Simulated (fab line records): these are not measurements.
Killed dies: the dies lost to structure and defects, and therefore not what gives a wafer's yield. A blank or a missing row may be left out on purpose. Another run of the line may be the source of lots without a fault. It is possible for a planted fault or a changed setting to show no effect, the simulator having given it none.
fab line records    flow n5_finfet
[record] lots = 4  wafers = 12  last_day = 15
route steps=1938 shown FIN_CUT@171 STI_FIN_REVEAL@183 DUMMY_GATE@212 PASSIVATION@1936
lots that met no fault: taken from a fault-free run of the same line
start_h: hours from the record's opening day to when the first of the lot's shown wafers began    wait_h: how many hours have passed since the lot's step before this one    " identical to the entry in the row above    L1.1+2: a single row standing in for several wafers    - no value, or no start given    * or withheld: withheld    < > ~ a bound
route shown NAME@n: a module of which the file shows steps, and the number in the route of the first    usual: the fault-free wafers' mean and standard deviation    same: alike in all rows    chamber/n: place in a boat    sites: the reading at each site    _std_site: their standard deviation    _edge_site: the outer-site mean with the inner-site mean subtracted    radius_mm: how far each site lies from the wafer's centre    mask NAME#n: copy n    behind: the tool/chamber that last shaped the wafer    hold: cause of the lot's hold/its duration in hours/its outcome    device: transistor that didn't switch, given as n, p or np    end of line: tests run on the same wafers once the route is complete    for a step that has no rows: nothing shown but its recipe    killed: at the first sort, the dies lost to defects and structure; wafer yield is something else    map: shows each die of a wafer: x if killed, . if not, _ if none is there
set.NAME: the run value of the setting; set.NAME@STEP: its run value at that earlier step    model.NAME: the simulator's own value behind a step, which no gauge read
a table for each step, a row for each wafer; lots at some steps of the route
services: a tool's chamber out of use, with start hour (start_h, from the record's first day; less than 0 if before it), hours out, and reason
[[steps]]
[step N5_FIN_CUT_STRIP_31]
[recipe] chemistry = N2/H2  temp_c = 40  n2_flow_sccm = 200  h2_flow_sccm = 200  rf_frequency_hz = 6e+07
[step N5_FIN_CUT_STRIP_24]
[recipe] chemistry = CF4  resist = SiARC  power_w = 300  bias_power_w = 75  pressure_mtorr = 50  cf4_flow_sccm = 150  rf_frequency_hz = 6e+07
[step N5_FIN_CUT_CUT_ETCH_26]
[recipe] chemistry = CH3F/O2  target = SiNx  target_depth_a = 390  mask_material = SOC  time_s = 55.7  pressure_mtorr = 30  source_w = 395  bias_w = 73  Ar_flow_sccm = 150  CH3F_flow_sccm = 30  O2_flow_sccm = 20  ion_energy_ev = 120
[step N5_FIN_CUT_CUT_ETCH_27]
[recipe] chemistry = CHF3/O2  target = SiO2  target_depth_a = 40  mask_material = SOC  overetch_a = 20  time_s = 4.9  pressure_mtorr = 30  source_w = 650  bias_w = 170  Ar_flow_sccm = 200  CHF3_flow_sccm = 50  O2_flow_sccm = 5  ion_energy_ev = 200
[step N5_FIN_CUT_PRECLEAN_35]
[recipe] time_s = 13.3  temp_c = 45  pressure_torr = 125  p_hf_torr = 3  p_coreactant_torr = 25  chemistry = vHF
[step N5_FIN_CUT_CUT_ETCH_15]
[recipe] chemistry = HBr/Cl2/O2  target = Si  target_depth_a = 1000  bt_time_s = 10  mask_material = SOC  time_s = 42.4  ion_energy_ev = *  bias_w = *  pressure_mtorr = 10  icp_w = 800  HBr_flow_sccm = 150  Cl2_flow_sccm = 80  O2_flow_sccm = 12
[step N5_FIN_CUT_CUT_ETCH_28]
[recipe] chemistry = HBr/Cl2/O2  target = Si  target_depth_a = 60  mask_material = SOC  time_s = 2.4  ion_energy_ev = *  bias_w = *  pressure_mtorr = 10  icp_w = 800  HBr_flow_sccm = 150  Cl2_flow_sccm = 80  O2_flow_sccm = 12
[step N5_FIN_CUT_STRIP_22]
[recipe] chemistry = N2/H2  power_w = 500  temp_c = 40  pressure_mtorr = 50  rf_frequency_hz = 6e+07  overash_fraction = 0.3  bias_power_w = 8  h2_frac = 0.5  n2_flow_sccm = 300  h2_flow_sccm = 300
[step N5_FIN_CUT_PRECLEAN_36]
[recipe] chemistry = O3/DIW  time_s = 60  temp_c = 22  o3_ppm = 10
[step N5_FIN_CUT_SRD_32]
[recipe] dry = ipa_marangoni  time_s = 30  temp_c = 23  rinse_liquid = diw
[step N5_FIN_CUT_UV_OZONE_34]
[recipe] time_s = 120  pressure_torr = 760  temp_c = 25
[step N5_STI_FIN_REVEAL_ALD_00]
[recipe] material = SiO2  target_thk_a = 10  temp_c = 300  ald_precursor_family = BDEAS  ald_co_reactant = O2-plasma  pulse_time_s = 1  pressure_torr = 2
[usual] heater_power_w = 494/47  precursor_pulse_height_rel = 1.000/0.02
lot.wafer  tool        chamber  start_h  wait_h  heater_power_w  precursor_pulse_height_rel
L898.1     ald_sin-02  1        41.70    0.0     491             1.010
L898.2     "           2        "        "       492             1.011
L898.3     "           3        "        "       459             1.009
L901.2     ald_sin-04  0        58.16    0.0     607             1.002
L901.3     "           3        "        "       427             1.013
L901.6     "           0        "        "       599             1.012
L905.1     ald_sin-04  2        85.57    0.0     482             1.009
L905.4     "           0        "        "       596             0.979
L905.6     "           2        "        "       495             1.000
L908.1     ald_sin-04  2        103.02   0.0     505             0.995
L908.4     "           0        "        "       597             0.975
L908.5     "           1        "        "       486             1.029
[step N5_STI_FIN_REVEAL_ALD_14]
[recipe] material = Si3N4  target_thk_a = 30  temp_c = 400  ald_precursor_family = SiH2I2  ald_co_reactant = N2/H2-plasma  pressure_torr = 2
[step N5_STI_FIN_REVEAL_FCVD_FILL_01]
[recipe] material = SiO2_flowable  target_thk_a = 3120  temp_c = 100  pressure_torr = 0.8  rf_w = 2000  time_s = 512.2
[step N5_STI_FIN_REVEAL_DENSIFY_02]
[recipe] temp_c = 650  ambient = steam  time_s = 1800  idle_temp_c = 400  densification_p_h2o_torr = 640
[step N5_STI_FIN_REVEAL_CMP_04]
[recipe] stop_on = Si3N4  t_overpolish_s = 4  down_force_psi = 2  platen_rpm = 54.18  post_cmp_clean = alkaline_brush  pad_velocity_m_s = 1.078  target_thk_nm = 131.83
[step N5_STI_FIN_REVEAL_DENSIFY_30]
[recipe] temp_c = *  time_s = *  ambient = N2  idle_temp_c = 600  ramp_up_c_per_s = 150  ramp_down_c_per_s = 60  cool_to_c = 600
[step N5_STI_FIN_REVEAL_ETCHBACK_08]
[recipe] chemistry = C4F6/O2  target = SiO2  target_depth_a = 305  time_s = 10.167  ion_energy_ev = 250  pressure_mtorr = 30  source_w = 345  bias_w = 185  Ar_flow_sccm = 300  C4F6_flow_sccm = 10  O2_flow_sccm = 10
[step N5_STI_FIN_REVEAL_STRIP_24]
[recipe] chemistry = N2/H2  time_s = 90  power_w = 100  temp_c = 40  pressure_mtorr = 100  rf_frequency_hz = 6e+07  bias_power_w = 3  n2_flow_sccm = 300  h2_flow_sccm = 300
[step N5_STI_FIN_REVEAL_PRECLEAN_25]
[recipe] chemistry = SPM  time_s = 90  temp_c = 120  mix = 4:1
[step N5_STI_FIN_REVEAL_PRECLEAN_26]
[recipe] chemistry = SC1  time_s = 45  temp_c = 46  mix = 1:2:100
[step N5_STI_FIN_REVEAL_PRECLEAN_29]
[recipe] chemistry = DHF  time_s = 30  temp_c = 25  dilution = 300:1
[step N5_STI_FIN_REVEAL_SRD_12]
[recipe] time_s = 30  temp_c = 23  rinse_liquid = diw  dry = ipa_marangoni
[step N5_STI_FIN_REVEAL_RECESS_09]
[recipe] chemistry = HF/NH3  target = SiO2  afs_cycles = 11  target_depth_a = 425  temp_c = 30  sublimation_temp_c = 180  sublimation_time_s = 60
[step N5_STI_FIN_REVEAL_STRIP_16]
[recipe] chemistry = H3PO4  material = SiNx  temp_c = 165  target_depth_a = 238  overetch_fraction = 0.4964  dry = ipa_marangoni
[step N5_STI_FIN_REVEAL_PRECLEAN_17]
[recipe] chemistry = NF3:NH3  afs_cycles = 1  temp_c = 30  time_s = 20  sublimation_temp_c = 180  sublimation_time_s = 60  pressure_torr = 3  rf_power_w = 30
[step N5_STI_FIN_REVEAL_ETCH_34]
[recipe] chemistry = H2  mode = isotropic  material = Si  target = Si  target_depth_a = 9.7  temp_c = 20  pressure_mtorr = 4.5  icp_w = 300  bias_w = 0  h2_flow_sccm = 7.5  he_flow_sccm = 142.5
[step N5_STI_FIN_REVEAL_OXIDATION_31]
[recipe] chemistry = O2_PLASMA_REMOTE  temp_c = 150  time_s = 20  pressure_mtorr = 1000  source_power_w = 2000  o2_flow_sccm = 3000
[step N5_STI_FIN_REVEAL_PRECLEAN_32]
[recipe] chemistry = NF3:NH3  afs_cycles = 1  temp_c = 30  time_s = 20  sublimation_temp_c = 180  sublimation_time_s = 60  pressure_torr = 3  rf_power_w = 30
[step N5_STI_FIN_REVEAL_STRIP_35]
[recipe] chemistry = H3PO4  material = Si3N4  temp_c = 165  target_depth_a = 40  time_s = 39
[step N5_STI_FIN_REVEAL_SRD_21]
[recipe] dry = ipa_marangoni  time_s = 30  temp_c = 23  rinse_liquid = diw
[step N5_STI_FIN_REVEAL_OXIDATION_33]
[recipe] chemistry = O2_PLASMA_REMOTE  temp_c = 150  time_s = 20  pressure_mtorr = 1000  source_power_w = 2000  o2_flow_sccm = 3000
[step N5_STI_FIN_REVEAL_CLEAN_19]
[recipe] chemistry = O3/DIW  temp_c = 25  time_s = 120  o3_ppm = 10
[step N5_STI_FIN_REVEAL_SRD_23]
[recipe] dry = ipa_marangoni  time_s = 30  temp_c = 23  rinse_liquid = diw
[step N5_STI_FIN_REVEAL_PRECLEAN_18]
[recipe] chemistry = SC2  time_s = 45  temp_c = 35  mix = 1:1:50
[step N5_STI_FIN_REVEAL_SRD_28]
[recipe] dry = ipa_marangoni  time_s = 30  temp_c = 23  rinse_liquid = diw
[step N5_DUMMY_GATE_PRECLEAN_00]
[recipe] chemistry = O3/DIW  time_s = 60  temp_c = 22  o3_ppm = 10
[step N5_PASSIVATION_PROBE_49]
[usual] defect_limited_yield = 91.3/1.5  killed_at_M0_to_M3 = 35/8.7  killed_at_M4_up = 14/5.5  killed_at_contacts = 11/5.6  killed_at_front_end = 39/13  killed_at_other = 3.7/2.2  killed_dies = 103/18  killed_open = 69/14  killed_short = 33/7.8  sort_bin_4_leakage = 0.02/0.15  sort_bin_5_function = 5.1/0.99  sort_bin_6_memory = 3.3/0.67  sort_bin_8_speed = 0.02/0.17  sort_n_pass = 1077/18  sort_yield_pct = 91.2/1.5
[same] gross_dies = 1180  killed_at_back_side = 0
lot.wafer  tool       chamber  start_h  wait_h  defect_limited_yield[%]  killed_at_M0_to_M3  killed_at_M4_up  killed_at_contacts  killed_at_front_end  killed_at_other  killed_dies  killed_open  killed_short  sort_bin_4_leakage[%]  sort_bin_5_function[%]  sort_bin_6_memory[%]  sort_bin_8_speed[%]  sort_n_pass  sort_yield_pct[%]
L905.1     prober-01  -        325.63   0.0     89.7                     18                  7                3                   89                   5                122          42           32            0                      6.9                     2.4                   0                    1058         89.7
L905.4     prober-01  -        325.78   0.2     83.5                     26                  16               6                   146                  1                195          52           36            0                      10.7                    4.6                   0                    985          83.5
L905.6     prober-01  -        325.88   0.3     89.7                     14                  9                6                   88                   4                121          46           29            0                      6.5                     3.0                   0                    1059         89.7
L908.1     prober-02  -        356.06   0.0     85.7                     38                  12               14                  103                  2                169          94           29            0.25                   9.3                     4.0                   0                    1008         85.4
L908.4     prober-02  -        356.21   0.2     80.9                     32                  17               21                  153                  2                225          91           36            0                      12.0                    5.0                   0                    955          80.9
L908.5     prober-02  -        356.26   0.2     81.2                     28                  15               17                  157                  5                222          83           45            0                      12.1                    5.6                   0                    958          81.2
// killed by level:class
L905.1 STI_FIN_REVEAL:unspecified=48 STI_FIN_REVEAL:geometric_particle:open=10 FIN_SAQP:geometric_particle:short=8 GATE_CUT:geometric_particle:short=5 BEOL_M0_SAQP:geometric_particle:short=5 BEOL_M4:geometric_particle:open=5 DUMMY_GATE:geometric_particle:open=4 BEOL_M1:geometric_particle:open=4
L905.4 STI_FIN_REVEAL:unspecified=107 BEOL_M4:geometric_particle:open=9 FIN_SAQP:geometric_particle:short=7 BEOL_M3:geometric_particle:open=6 FIN_SAQP:geometric_particle:open=5 STI_FIN_REVEAL:geometric_particle:open=5 MOL_CONTACT_COAG:geometric_particle:open=5 BEOL_M1:geometric_particle:open=5
L905.6 STI_FIN_REVEAL:unspecified=44 FIN_SAQP:geometric_particle:open=12 STI_FIN_REVEAL:geometric_particle:open=7 GATE_CUT:geometric_particle:short=7 MOL_CONTACT_COAG:geometric_particle:open=6 BEOL_M0_SAQP:geometric_particle:short=6 FIN_SAQP:geometric_particle:short=5 GATE_CUT:geometric_particle:open=4
L908.1 STI_FIN_REVEAL:unspecified=46 STI_FIN_REVEAL:geometric_particle:open=27 MOL_CONTACT_COAG:geometric_particle:open=13 BEOL_M3:geometric_particle:open=12 BEOL_M0_SAQP:geometric_particle:short=11 BEOL_M4:geometric_particle:open=9 FIN_SAQP:geometric_particle:open=6 BEOL_M1:geometric_particle:open=6
L908.4 STI_FIN_REVEAL:unspecified=98 STI_FIN_REVEAL:geometric_particle:open=21 FIN_SAQP:geometric_particle:open=18 MOL_CONTACT_COAG:geometric_particle:open=14 BEOL_M4:geometric_particle:open=11 BEOL_M0_SAQP:geometric_particle:short=10 BEOL_M3:geometric_particle:open=7 MOL_CONTACT_COAG:geometric_particle:short=7
L908.5 STI_FIN_REVEAL:unspecified=94 FIN_SAQP:geometric_particle:open=18 FIN_SAQP:geometric_particle:short=13 STI_FIN_REVEAL:geometric_particle:open=13 MOL_CONTACT_COAG:geometric_particle:open=12 BEOL_M1:geometric_particle:open=8 BEOL_M4:geometric_particle:open=8 MOL_CONTACT_COAG:geometric_particle:short=5
// map L905.4 (x killed, . not)
_________________.....x..x...________________
______________.................._____________
___________.........xx.x.......x...__________
__________..............x.x........._________
________.............................._______
_______..x.................x...........______
______.....x.......................xx.x._____
_____..x.......x.............x...........____
____.......x..............................___
___........x.x.....x.......x...............__
___.....................................x..__
__........................x..x.............._
__..........x.......x.......x...x..x........_
_...x........x..............xx.x.............
_...................x...xx.xxxxx..x..........
_..x......x........x...xx.xxxxxxx.xx........x
_........x............x..xxxxxxxxxx.....xx...
_.............x........xxxxxxxxxxx.x........x
_.x.............xx....xx..xxxxxxxxx..x.....x.
_..................x..xxxxxxxxxxxxxx.........
_.....................xxxxxxxxxxxxxxx........
__...........x.x..x...xxxxxxxxxxxx.........x_
__................x.x..x.xxxxxxx...x........_
___...........x.....x...xxx.x..x.x..x....x.__
___..x....x......x.........x.x..x.......x..__
____x.........x.............x.x...........___
_____.........x.....................x....____
______.......x.........................._____
_______..........x........x...x........______
________....x........................._______
__________......x.......x..........._________
___________.....x................x.__________
______________.x................_____________
_________________....x.....x.________________
// map L908.4 (x killed, . not)
_________________x...x.......________________
______________.................._____________
___________..x.................x...__________
__________................xx........_________
________..............x..x.........x.._______
_______........x....x........x.x..x.x..______
______x....x......x......x....x........._____
_____.......x.....x........x....x........____
____.x.........................x.....x....___
___.x.x........x.............x..xx......x..__
___.......x......x..x.....x................__
__......x............x.........x...x........_
__......x.x......x................x.x....x.._
_..........x...............x.................
_........................x...xx.x..x.....x...
_.....x....x....xx...x..xxxxx.x.x..x.........
_x..x....x.x....x...xxxxxxxxxxxxxxx.x........
_..........x....x.x.xxxxxxxxxxxxxxxxx....x...
_x............xx.....x.xxxxxxxxxxx.x........x
_x.x.............x..x..xxxxxxxxxxx..x........
_.........xx..........xxxxxxxxxxxx.x.x.......
__......................xxxxxxxxxxx.xx......_
__...x.......x...x...x....xxxxxx.x.........._
___............xx.xx....xxxxxxxx...x.......__
___....x........x.x............x...x.......__
____x...x.........................xx.x....___
_____................................x...____
______.x......x..........x.............._____
_______.........x..................x...______
________............x.x..x.....xx....._______
__________....................x....._________
___________............x...x.......__________
______________.x.x.............._____________
_________________...xx.......________________
[[services]]
tool        chamber  start_h  hours  kind
ald_sin-02  -        61.63    6.1    pm
[[key]]
[first_sign] step = N5_PASSIVATION_PROBE_49  reading = killed_at_front_end  direction = up  sigmas = 6.5  usual = 39  struck = 123
[effect] step = N5_PASSIVATION_PROBE_49  reading = defect_limited_yield  direction = down  sigmas = 4.1  usual = 91.3  struck = 85.1
[more_kills_born_at] N5_STI_FIN_REVEAL_ALD_00@ald_sin-04 = 437
met_at N5_STI_FIN_REVEAL_ALD_00
struck_wafers L905.1,L905.4,L905.6,L908.1,L908.4,L908.5
onset_between 58.16 85.57
also_fits time
[fault] kind = chamber_particle_source  tool = ald_sin-04  chamber = -  onset_h = 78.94  steps = N5_STI_FIN_REVEAL_ALD_00  rate_per_visit_cm2 = 0.39507  end_h = 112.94
